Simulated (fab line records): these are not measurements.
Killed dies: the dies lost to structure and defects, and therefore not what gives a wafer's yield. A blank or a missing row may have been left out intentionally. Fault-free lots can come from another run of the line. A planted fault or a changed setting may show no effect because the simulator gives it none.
fab line records	flow nandHarc
record: lots: 24	wafers: 72	lastDay: 35
route steps=1302 shown P_BONDPAD@381 A_ZERO_WELL@412 A_CHANNEL_HOLE_D1@487 A_CHANNEL_FILL_D1@509
lots untouched by any fault: they come from a run of this same line in which no faults occurred
startH: the number of hours between the record's first day and the start of the first shown wafer of the lot	waitH: time in hours since the lot's previous step	" as in the row above	L1.1+2: a single row standing in for several wafers	- value missing, or start not given	* or withheld: withheld	< > ~ a bound
route shown NAME@n: NAME is a module with steps in the file, n the number in the route of the first one	usual: the fault-free wafers' mean and standard deviation	same: alike in all rows	chamber/n: place in a boat	sites: each site's reading	_std_site: the values' standard deviation	_edge_site: mean of outer sites minus mean of inner sites	radiusMm: for every site, how far away it sits from the centre of the wafer	mask NAME#n: copy n	behind: the most recent tool/chamber to have shaped the wafer	hold: what put the lot on hold/how long, in hours/how the hold closed	device: the transistor (n, p or np) that didn't switch	end of line: tests of these same wafers at the route's end	step lacking rows: just its recipe	killed: not the wafer's yield, but the dies lost to structure and defects at the first sort	map: the dies of a wafer, with x for killed, . for not killed, _ for no die there
set.NAME: the run value of the setting; set.NAME@STEP: its run value at that earlier step	model.NAME: the simulator's own value behind a step, which no gauge read
the route's steps for a sample of lots (tables are steps, rows are wafers)
services: from which hour (startH, from the record's first day; less than 0 if before it) a tool's chamber was out of use, for how many hours, and why
== steps ==
step: NHARC_P_BONDPAD_THK_MEAS_20
recipe: thkMeasGauge: xrf
usual: thkNm: 160.6/1.4
lot.wafer	tool	chamber	startH	waitH	thkNm
L074.2	filmMetro-02	-	133.94	-	159.0
L074.3	"	-	"	"	159.8
L074.5	"	-	"	"	158.6
L075.1	filmMetro-02	-	147.06	-	161.2
L075.3	"	-	"	"	160.7
L075.4	"	-	"	"	161.7
L076.2	filmMetro-01	-	152.44	-	160.8
L076.4	"	-	"	"	162.4
L076.5	"	-	"	"	162.1
L077.1	filmMetro-02	-	163.12	-	163.5
L077.5	"	-	"	"	162.3
L077.6	"	-	"	"	160.9
L082.2	filmMetro-02	-	236.60	-	157.6
L082.3	"	-	"	"	160.9
L082.6	"	-	"	"	159.9
L081.1	filmMetro-02	-	237.77	-	161.0
L081.3	"	-	"	"	160.8
L081.6	"	-	"	"	157.4
L078.1	filmMetro-01	-	238.08	-	161.7
L078.3	"	-	"	"	161.4
L078.5	"	-	"	"	161.6
L083.1	filmMetro-01	-	243.36	-	159.1
L083.2	"	-	"	"	160.4
L083.4	"	-	"	"	160.7
L084.3	filmMetro-01	-	245.50	-	161.4
L084.4	"	-	"	"	163.3
L084.5	"	-	"	"	158.7
L080.2	filmMetro-01	-	246.42	-	159.8
L080.4	"	-	"	"	160.1
L080.5	"	-	"	"	159.7
L079.1	filmMetro-02	-	251.41	-	161.0
L079.3	"	-	"	"	160.1
L079.5	"	-	"	"	160.9
L085.3	filmMetro-01	-	252.84	-	159.8
L085.4	"	-	"	"	160.2
L085.6	"	-	"	"	160.7
L086.1	filmMetro-02	-	256.17	-	161.0
L086.3	"	-	"	"	162.4
L086.4	"	-	"	"	163.9
L087.1	filmMetro-02	-	278.08	-	160.9
L087.2	"	-	"	"	162.6
L087.5	"	-	"	"	160.1
L088.3	filmMetro-02	-	279.74	-	161.1
L088.4	"	-	"	"	159.5
L088.5	"	-	"	"	161.3
L089.4	filmMetro-02	-	282.74	-	159.5
L089.5	"	-	"	"	161.5
L089.6	"	-	"	"	159.7
L090.1	filmMetro-01	-	295.30	-	160.8
L090.3	"	-	"	"	160.3
L090.5	"	-	"	"	160.7
L091.1	filmMetro-02	-	302.16	-	159.3
L091.5	"	-	"	"	159.5
L091.6	"	-	"	"	161.1
L092.1	filmMetro-02	-	320.38	-	160.5
L092.5	"	-	"	"	161.5
L092.6	"	-	"	"	160.1
L093.1	filmMetro-01	-	322.52	-	159.7
L093.2	"	-	"	"	158.8
L093.5	"	-	"	"	161.0
L094.1	filmMetro-01	-	333.56	-	159.9
L094.2	"	-	"	"	158.3
L094.3	"	-	"	"	158.8
L095.1	filmMetro-02	-	354.21	-	163.3
L095.3	"	-	"	"	160.6
L095.5	"	-	"	"	160.0
L096.3	filmMetro-02	-	360.07	-	161.3
L096.5	"	-	"	"	161.3
L096.6	"	-	"	"	160.1
L097.2	filmMetro-02	-	364.92	-	158.8
L097.3	"	-	"	"	161.9
L097.6	"	-	"	"	162.2
step: NHARC_P_BONDPAD_INSPECT_23
usual: rawDefectCount: 347/120
lot.wafer	tool	chamber	startH	waitH	rawDefectCount
L074.2	defectInspect-02	-	134.15	0.0	506
L074.3	"	-	"	"	451
L074.5	"	-	"	"	311
L075.1	defectInspect-02	-	147.29	0.0	268
L075.3	"	-	"	"	395
L075.4	"	-	"	"	336
L076.2	defectInspect-01	-	152.66	0.0	190
L076.4	"	-	"	"	246
L076.5	"	-	"	"	348
L077.1	defectInspect-02	-	163.34	0.0	327
L077.5	"	-	"	"	361
L077.6	"	-	"	"	345
L082.2	defectInspect-01	-	236.81	0.0	494
L082.3	"	-	"	"	385
L082.6	"	-	"	"	257
L081.1	defectInspect-02	-	237.98	0.0	445
L081.3	"	-	"	"	454
L081.6	"	-	"	"	542
L078.1	defectInspect-02	-	238.28	0.0	352
L078.3	"	-	"	"	304
L078.5	"	-	"	"	224
L083.1	defectInspect-02	-	243.56	0.0	237
L083.2	"	-	"	"	411
L083.4	"	-	"	"	280
L084.3	defectInspect-01	-	245.70	0.0	224
L084.4	"	-	"	"	258
L084.5	"	-	"	"	326
L080.2	defectInspect-02	-	246.63	0.0	448
L080.4	"	-	"	"	368
L080.5	"	-	"	"	614
L079.1	defectInspect-01	-	251.64	0.0	179
L079.3	"	-	"	"	302
L079.5	"	-	"	"	233
L085.3	defectInspect-01	-	253.04	0.0	223
L085.4	"	-	"	"	245
L085.6	"	-	"	"	227
L086.1	defectInspect-02	-	256.40	0.0	373
L086.3	"	-	"	"	611
L086.4	"	-	"	"	574
L087.1	defectInspect-01	-	278.28	0.0	603
L087.2	"	-	"	"	616
L087.5	"	-	"	"	512
L088.3	defectInspect-01	-	279.98	0.0	295
L088.4	"	-	"	"	309
L088.5	"	-	"	"	222
L089.4	defectInspect-01	-	282.94	0.0	361
L089.5	"	-	"	"	350
L089.6	"	-	"	"	309
L090.1	defectInspect-01	-	295.50	0.0	250
L090.3	"	-	"	"	261
L090.5	"	-	"	"	265
L091.1	defectInspect-01	-	302.36	0.0	246
L091.5	"	-	"	"	451
L091.6	"	-	"	"	361
L092.1	defectInspect-01	-	320.63	0.0	447
L092.5	"	-	"	"	227
L092.6	"	-	"	"	607
L093.1	defectInspect-02	-	322.75	0.0	584
L093.2	"	-	"	"	445
L093.5	"	-	"	"	298
L094.1	defectInspect-01	-	333.76	0.0	173
L094.2	"	-	"	"	158
L094.3	"	-	"	"	163
L095.1	defectInspect-02	-	354.44	0.0	246
L095.3	"	-	"	"	621
L095.5	"	-	"	"	218
L096.3	defectInspect-01	-	360.28	0.0	332
L096.5	"	-	"	"	337
L096.6	"	-	"	"	324
L097.2	defectInspect-01	-	365.12	0.0	379
L097.3	"	-	"	"	253
L097.6	"	-	"	"	343
step: NHARC_A_ZERO_WELL_INSPECT_17
usual: rawDefectCount: 12/6.1
lot.wafer	tool	chamber	startH	waitH	rawDefectCount
L074.2	defectInspect-01	-	136.91	0.1	12
L074.3	"	-	"	"	9
L074.5	"	-	"	"	5
L075.1	defectInspect-02	-	149.93	0.2	10
L075.3	"	-	"	"	14
L075.4	"	-	"	"	9
L076.2	defectInspect-01	-	155.62	0.1	9
L076.4	"	-	"	"	3
L076.5	"	-	"	"	9
L077.1	defectInspect-02	-	166.01	0.2	7
L077.5	"	-	"	"	7
L077.6	"	-	"	"	8
L082.2	defectInspect-01	-	239.61	0.1	7
L082.3	"	-	"	"	6
L082.6	"	-	"	"	3
L081.1	defectInspect-02	-	240.79	0.2	9
L081.3	"	-	"	"	11
L081.6	"	-	"	"	15
L078.1	defectInspect-02	-	241.12	0.2	5
L078.3	"	-	"	"	8
L078.5	"	-	"	"	3
L083.1	defectInspect-02	-	246.24	0.2	11
L083.2	"	-	"	"	17
L083.4	"	-	"	"	15
L084.3	defectInspect-01	-	248.49	0.1	32
L084.4	"	-	"	"	9
L084.5	"	-	"	"	19
L080.2	defectInspect-02	-	249.40	0.1	13
L080.4	"	-	"	"	10
L080.5	"	-	"	"	13
L079.1	defectInspect-02	-	254.52	0.2	24
L079.3	"	-	"	"	18
L079.5	"	-	"	"	9
L085.3	defectInspect-02	-	255.86	0.1	9
L085.4	"	-	"	"	18
L085.6	"	-	"	"	19
L086.1	defectInspect-02	-	259.16	0.2	5
L086.3	"	-	"	"	7
L086.4	"	-	"	"	4
L087.1	defectInspect-01	-	281.05	0.2	19
L087.2	"	-	"	"	11
L087.5	"	-	"	"	6
L088.3	defectInspect-02	-	282.79	0.1	17
L088.4	"	-	"	"	29
L088.5	"	-	"	"	10
L089.4	defectInspect-02	-	285.83	0.1	5
L089.5	"	-	"	"	1
L089.6	"	-	"	"	8
L090.1	defectInspect-02	-	298.27	0.2	14
L090.3	"	-	"	"	5
L090.5	"	-	"	"	15
L091.1	defectInspect-01	-	305.13	0.2	17
L091.5	"	-	"	"	11
L091.6	"	-	"	"	17
L092.1	defectInspect-01	-	323.36	0.2	16
L092.5	"	-	"	"	18
L092.6	"	-	"	"	6
L093.1	defectInspect-01	-	325.49	0.2	2
L093.2	"	-	"	"	3
L093.5	"	-	"	"	11
L094.1	defectInspect-01	-	336.52	0.2	11
L094.2	"	-	"	"	8
L094.3	"	-	"	"	7
L095.1	defectInspect-01	-	357.44	0.2	8
L095.3	"	-	"	"	9
L095.5	"	-	"	"	19
L096.3	defectInspect-02	-	362.93	0.1	24
L096.5	"	-	"	"	16
L096.6	"	-	"	"	18
L097.2	defectInspect-02	-	367.77	0.1	16
L097.3	"	-	"	"	10
L097.6	"	-	"	"	10
step: NHARC_A_CHANNEL_HOLE_D1_CD_MEAS_30
usual: cdNm: 89.4/1.1
lot.wafer	tool	chamber	startH	waitH	cdNm
L074.2	cdSem-03	-	189.33	-	88.3
L074.3	"	-	"	"	89.2
L074.5	"	-	"	"	90.6
L075.1	cdSem-02	-	197.99	-	90.8
L075.3	"	-	"	"	89.3
L075.4	"	-	"	"	89.1
L076.2	cdSem-03	-	201.86	-	90.3
L076.4	"	-	"	"	89.4
L076.5	"	-	"	"	89.7
L077.1	cdSem-01	-	212.46	-	88.6
L077.5	"	-	"	"	89.4
L077.6	"	-	"	"	87.7
L078.1	cdSem-03	-	285.84	-	89.1
L078.3	"	-	"	"	90.2
L078.5	"	-	"	"	89.5
L081.1	cdSem-02	-	289.82	0.1	89.0
L081.3	"	-	"	"	88.4
L081.6	"	-	"	"	89.7
L082.2	cdSem-03	-	290.46	-	89.2
L082.3	"	-	"	"	89.5
L082.6	"	-	"	"	89.4
L084.3	cdSem-01	-	294.08	-	88.9
L084.4	"	-	"	"	92.6
L084.5	"	-	"	"	90.3
L083.1	cdSem-01	-	297.76	-	88.5
L083.2	"	-	"	"	88.8
L083.4	"	-	"	"	90.1
L080.2	cdSem-01	-	302.41	-	89.3
L080.4	"	-	"	"	88.7
L080.5	"	-	"	"	90.0
L079.1	cdSem-03	-	305.76	-	89.2
L079.3	"	-	"	"	89.2
L079.5	"	-	"	"	90.3
L085.3	cdSem-02	-	310.76	0.1	88.0
L085.4	"	-	"	"	88.3
L085.6	"	-	"	"	88.0
L086.1	cdSem-03	-	314.03	-	89.0
L086.3	"	-	"	"	90.5
L086.4	"	-	"	"	89.1
L087.1	cdSem-03	-	330.04	-	89.9
L087.2	"	-	"	"	88.7
L087.5	"	-	"	"	89.8
L089.4	cdSem-01	-	332.32	0.1	89.5
L089.5	"	-	"	"	89.7
L089.6	"	-	"	"	87.1
L088.3	cdSem-01	-	336.40	-	90.6
L088.4	"	-	"	"	90.5
L088.5	"	-	"	"	90.6
L090.1	cdSem-01	-	344.70	-	90.5
L090.3	"	-	"	"	89.0
L090.5	"	-	"	"	89.9
L091.1	cdSem-03	-	345.23	0.1	89.0
L091.5	"	-	"	"	90.5
L091.6	"	-	"	"	88.5
L093.1	cdSem-01	-	369.26	-	89.9
L093.2	"	-	"	"	90.1
L093.5	"	-	"	"	91.4
L092.1	cdSem-02	-	373.49	-	89.5
L092.5	"	-	"	"	88.3
L092.6	"	-	"	"	90.6
L094.1	cdSem-03	-	384.34	0.1	87.0
L094.2	"	-	"	"	89.0
L094.3	"	-	"	"	89.0
L095.1	cdSem-01	-	409.62	0.1	90.9
L095.3	"	-	"	"	91.1
L095.5	"	-	"	"	88.2
L096.3	cdSem-01	-	412.47	-	89.7
L096.5	"	-	"	"	89.9
L096.6	"	-	"	"	90.4
L097.2	cdSem-03	-	438.13	0.1	91.0
L097.3	"	-	"	"	88.6
L097.6	"	-	"	"	89.6
step: NHARC_A_CHANNEL_HOLE_D1_XSEM_31
recipe: landingEnergyEv: 35000
usual: botCdNm: 74.1/1.3	bowNm: 8.67/0.25	tiltDeg: 0.08/0.035
lot.wafer	tool	chamber	startH	waitH	botCdNm	bowNm	tiltDeg
L074.2	xsem-02	0	189.42	0.1	74.0	8.92	0.08
L074.3	"	0	"	"	75.0	8.89	0.08
L074.5	"	0	"	"	76.7	8.87	0.08
L075.1	xsem-01	0	198.07	0.1	75.1	8.79	0.09
L075.3	"	0	"	"	73.1	8.84	0.09
L075.4	"	0	"	"	72.7	8.85	0.09
L076.2	xsem-02	0	201.95	0.1	75.0	8.38	0.03
L076.4	"	0	"	"	74.3	8.39	0.04
L076.5	"	0	"	"	73.9	8.40	0.04
L077.1	xsem-02	0	212.55	0.1	72.6	8.77	0.09
L077.5	"	0	"	"	72.8	8.80	0.09
L077.6	"	0	"	"	71.5	8.75	0.09
L078.1	xsem-02	0	285.93	0.1	73.4	8.89	0.02
L078.3	"	0	"	"	74.5	8.92	0.02
L078.5	"	0	"	"	73.6	8.96	0.02
L081.1	xsem-01	0	289.91	0.1	73.7	8.85	0.09
L081.3	"	0	"	"	74.1	8.88	0.09
L081.6	"	0	"	"	74.5	8.91	0.09
L082.2	xsem-02	0	290.55	0.1	73.5	8.59	0.12
L082.3	"	0	"	"	75.1	8.63	0.12
L082.6	"	0	"	"	74.0	8.67	0.12
L084.3	xsem-02	0	294.18	0.1	74.3	8.66	0.08
L084.4	"	0	"	"	77.3	8.67	0.09
L084.5	"	0	"	"	74.9	8.57	0.09
L083.1	xsem-01	0	297.85	0.1	72.8	8.72	0.06
L083.2	"	0	"	"	72.6	8.75	0.06
L083.4	"	0	"	"	74.7	8.71	0.06
L080.2	xsem-02	0	302.51	0.1	73.6	8.40	0.10
L080.4	"	0	"	"	73.5	8.47	0.10
L080.5	"	0	"	"	75.4	8.48	0.10
L079.1	xsem-01	0	305.85	0.1	72.7	8.97	0.01
L079.3	"	0	"	"	72.4	9.05	0.01
L079.5	"	0	"	"	74.4	9.05	0.01
L085.3	xsem-01	0	310.84	0.1	72.4	8.62	0.00
L085.4	"	0	"	"	72.0	8.58	0.00
L085.6	"	0	"	"	71.9	8.60	0.01
L086.1	xsem-02	0	314.12	0.1	73.9	8.76	0.10
L086.3	"	0	"	"	75.2	8.69	0.10
L086.4	"	0	"	"	72.9	8.77	0.10
L087.1	xsem-02	0	330.14	0.1	74.0	8.68	0.05
L087.2	"	0	"	"	72.2	8.69	0.05
L087.5	"	0	"	"	73.3	8.68	0.05
L089.4	xsem-01	0	332.41	0.1	74.8	8.83	0.07
L089.5	"	0	"	"	73.4	8.81	0.07
L089.6	"	0	"	"	72.0	8.75	0.07
L088.3	xsem-02	0	336.50	0.1	75.9	8.61	0.05
L088.4	"	0	"	"	75.8	8.60	0.05
L088.5	"	0	"	"	75.7	8.61	0.05
L090.1	xsem-01	0	344.78	0.1	74.2	8.67	0.14
L090.3	"	0	"	"	73.0	8.58	0.14
L090.5	"	0	"	"	73.3	8.69	0.14
L091.1	xsem-02	0	345.32	0.1	73.9	7.96	0.10
L091.5	"	0	"	"	75.4	7.98	0.10
L091.6	"	0	"	"	73.0	7.98	0.10
L093.1	xsem-01	0	369.35	0.1	75.0	8.91	0.08
L093.2	"	0	"	"	74.8	8.84	0.08
L093.5	"	0	"	"	76.3	8.82	0.08
L092.1	xsem-02	0	373.58	0.1	75.3	8.63	0.12
L092.5	"	0	"	"	74.0	8.73	0.12
L092.6	"	0	"	"	75.5	8.64	0.12
L094.1	xsem-02	0	384.44	0.1	72.6	8.34	0.11
L094.2	"	0	"	"	74.4	8.31	0.11
L094.3	"	0	"	"	74.4	8.31	0.11
L095.1	xsem-02	0	409.71	0.1	76.0	9.09	0.12
L095.3	"	0	"	"	77.1	9.11	0.12
L095.5	"	0	"	"	73.8	9.16	0.11
L096.3	xsem-01	0	412.56	0.1	74.2	8.59	0.07
L096.5	"	0	"	"	74.2	8.62	0.07
L096.6	"	0	"	"	75.0	8.60	0.07
L097.2	xsem-02	0	438.22	0.1	75.3	8.37	0.11
L097.3	"	0	"	"	72.0	8.38	0.11
L097.6	"	0	"	"	74.0	8.33	0.11
step: NHARC_A_CHANNEL_FILL_D1_STRIP_29
recipe: timeS: 20	o2FlowSccm: 500	arFlowSccm: 0	biasW: 0	chemistry: O2
usual: drypumpMotorCurrentA: 5.7/0.57	oesProductAu: 1.004/0.01	rfVppV: 57.8/0.96	showerheadPlenumPTorr: 3.53/0.15	throttleValvePct: 17.037/0.0085
lot.wafer	tool	chamber	startH	waitH	drypumpMotorCurrentA	oesProductAu	rfHoursCounterH	rfVppV	showerheadPlenumPTorr	throttleValvePct
L074.3	rieDiel-03	1	-	-	5.7	0.988	7	57.7	3.51	17.029
L074.2	"	0	"	"	6.7	1.005	7	57.6	3.42	17.049
L074.5	"	2	"	"	5.6	0.993	-	60.5	3.75	17.032
L075.4	rieDiel-08	0	-	-	5.0	0.993	2	59.4	3.71	17.047
L075.1	"	1	"	"	5.8	1.025	2	58.8	3.37	17.036
L075.3	"	2	"	"	4.8	1.000	2	55.8	3.44	17.062
L076.2	rieDiel-08	1	-	-	5.8	1.019	2	57.8	3.37	17.036
L076.4	"	2	"	"	4.8	1.018	2	57.7	3.44	17.027
L076.5	"	3	"	"	5.5	1.015	-	57.6	3.73	17.038
L077.1	rieDiel-03	1	-	-	5.7	0.982	9	58.3	3.51	17.040
L077.5	"	2	"	"	5.6	0.998	-	57.2	3.75	17.032
L077.6	"	3	"	"	5.3	0.999	-	58.9	3.52	17.050
L078.1	rieDiel-03	1	-	-	5.7	0.983	2	57.3	3.50	17.041
L078.3	"	0	"	"	6.7	0.984	2	58.5	3.42	17.034
L078.5	"	2	"	"	5.6	0.997	-	57.9	3.75	17.032
L082.3	rieDiel-09	1	-	-	5.2	0.993	0	57.3	3.46	17.045
L082.2	"	2	"	"	6.3	1.011	0	57.5	3.59	17.041
L082.6	"	1	"	"	5.2	0.997	-	57.1	3.46	17.038
L081.3	rieDiel-08	1	-	-	5.8	1.008	7	58.8	3.37	17.031
L081.1	"	2	"	"	4.8	1.022	6	57.1	3.44	17.042
L081.6	"	0	"	"	5.0	1.007	-	56.4	3.71	17.026
L084.3	rieDiel-08	2	-	-	4.8	1.013	6	57.6	3.44	17.019
L084.4	"	3	"	"	5.5	1.012	7	60.0	3.73	17.034
L084.5	"	3	"	"	5.5	1.004	-	58.2	3.73	17.037
L083.2	rieDiel-03	3	-	-	5.3	1.002	3	58.2	3.51	17.029
L083.1	"	0	"	"	6.7	0.995	3	55.9	3.42	17.050
L083.4	"	1	"	"	5.8	0.987	3	58.2	3.50	17.033
L080.4	rieDiel-09	0	-	-	6.2	0.996	0	57.2	3.29	17.041
L080.2	"	2	"	"	6.3	1.015	0	58.0	3.59	17.038
L080.5	"	1	"	"	5.2	1.000	-	56.7	3.46	17.042
L079.1	rieDiel-09	2	-	-	6.3	1.009	0	58.0	3.59	17.039
L079.3	"	3	"	"	6.5	0.998	0	58.0	3.49	17.041
L079.5	"	2	"	"	6.3	1.005	-	57.2	3.59	17.045
L085.4	rieDiel-09	0	-	-	6.2	1.004	0	58.0	3.29	17.042
L085.3	"	1	"	"	5.2	0.998	0	56.8	3.46	17.038
L085.6	"	0	"	"	6.2	0.997	-	56.6	3.29	17.042
L086.4	rieDiel-08	2	-	-	4.8	1.007	7	59.7	3.44	17.039
L086.3	"	3	"	"	5.4	1.008	7	59.8	3.73	17.040
L086.1	"	0	"	"	5.0	1.009	8	57.1	3.71	17.027
L089.4	rieDiel-09	3	-	-	6.4	1.017	1	58.5	3.49	17.023
L089.6	"	1	"	"	5.2	0.995	-	58.8	3.46	17.041
L089.5	"	2	"	"	6.3	1.009	-	58.8	3.59	17.037
L087.2	rieDiel-03	0	-	-	6.7	0.999	6	57.7	3.42	17.020
L087.1	"	3	"	"	5.3	1.010	6	56.6	3.51	17.031
L087.5	"	0	"	"	6.7	0.997	-	56.5	3.42	17.034
L088.4	rieDiel-09	3	-	-	6.5	1.014	1	58.7	3.49	17.020
L088.3	"	1	"	"	5.2	1.003	1	56.5	3.46	17.035
L088.5	"	0	"	"	6.2	1.013	-	57.8	3.29	17.036
L091.1	rieDiel-08	1	-	-	5.7	1.020	0	57.6	3.37	17.037
L091.5	"	1	"	"	5.7	1.020	-	58.4	3.37	17.030
L091.6	"	2	"	"	4.8	1.003	-	57.6	3.44	17.041
L090.3	rieDiel-03	0	-	-	6.7	1.002	7	58.5	3.42	17.047
L090.1	"	1	"	"	5.7	1.003	7	57.3	3.50	17.032
L090.5	"	3	"	"	5.3	0.993	-	57.0	3.51	17.026
L092.1	rieDiel-08	3	-	-	5.5	1.020	2	57.5	3.73	17.044
L092.6	"	3	"	"	5.5	1.016	-	58.0	3.73	17.029
L092.5	"	0	"	"	5.0	1.001	-	57.9	3.71	17.031
L093.1	rieDiel-09	1	-	-	5.2	1.001	3	56.8	3.45	17.023
L093.2	"	3	"	"	6.5	1.004	4	57.7	3.49	17.029
L093.5	"	1	"	"	5.2	1.001	-	58.6	3.45	17.043
L094.3	rieDiel-03	3	-	-	5.3	1.002	9	58.5	3.51	17.044
L094.1	"	0	"	"	6.7	0.992	10	56.3	3.41	17.033
L094.2	"	2	"	"	5.6	1.010	8	57.0	3.74	17.037
L096.3	rieDiel-09	0	-	-	6.2	1.003	5	57.1	3.29	17.041
L096.6	"	0	"	"	6.2	0.996	-	55.5	3.29	17.021
L096.5	"	1	"	"	5.2	1.006	-	57.8	3.45	17.036
L095.3	rieDiel-08	1	-	-	5.7	1.020	4	57.0	3.37	17.028
L095.1	"	2	"	"	4.8	0.997	4	57.6	3.44	17.043
L095.5	"	1	"	"	5.8	1.025	-	57.0	3.37	17.050
L097.2	rieDiel-08	1	-	-	5.8	1.014	5	59.0	3.37	17.036
L097.3	"	0	"	"	5.0	0.996	4	56.8	3.71	17.036
L097.6	"	1	"	"	5.8	1.014	-	57.5	3.37	17.042
== services ==
tool	chamber	startH	hours	kind
rieDiel-08	0	169.92	-	clean
rieDiel-08	1	169.92	-	clean
rieDiel-08	2	169.92	-	clean
rieDiel-08	3	169.92	-	clean
rieDiel-08	-	190.92	9.0	pm
rieDiel-08	0	190.92	9.0	ventCycle
rieDiel-08	1	190.92	9.0	ventCycle
rieDiel-08	2	190.92	9.0	ventCycle
rieDiel-09	2	218.31	4.3	repair
rieDiel-09	-	267.33	0.4	repair
rieDiel-09	2	270.28	1.5	repair
rieDiel-03	1	276.01	9.4	repair
rieDiel-03	-	281.30	9.0	pm
rieDiel-08	2	282.47	8.1	repair
rieDiel-08	0	292.84	11.6	repair
rieDiel-09	0	299.55	9.3	repair
rieDiel-09	3	312.31	14.7	repair
rieDiel-09	-	320.11	9.0	pm
rieDiel-08	-	367.92	9.0	pm
xsem-01	-	374.00	14.0	pm
xsem-02	-	387.57	0.5	repair
rieDiel-09	3	400.04	3.8	repair
rieDiel-08	0	437.57	7.4	repair
rieDiel-03	-	458.32	9.0	pm
== key ==
fault none
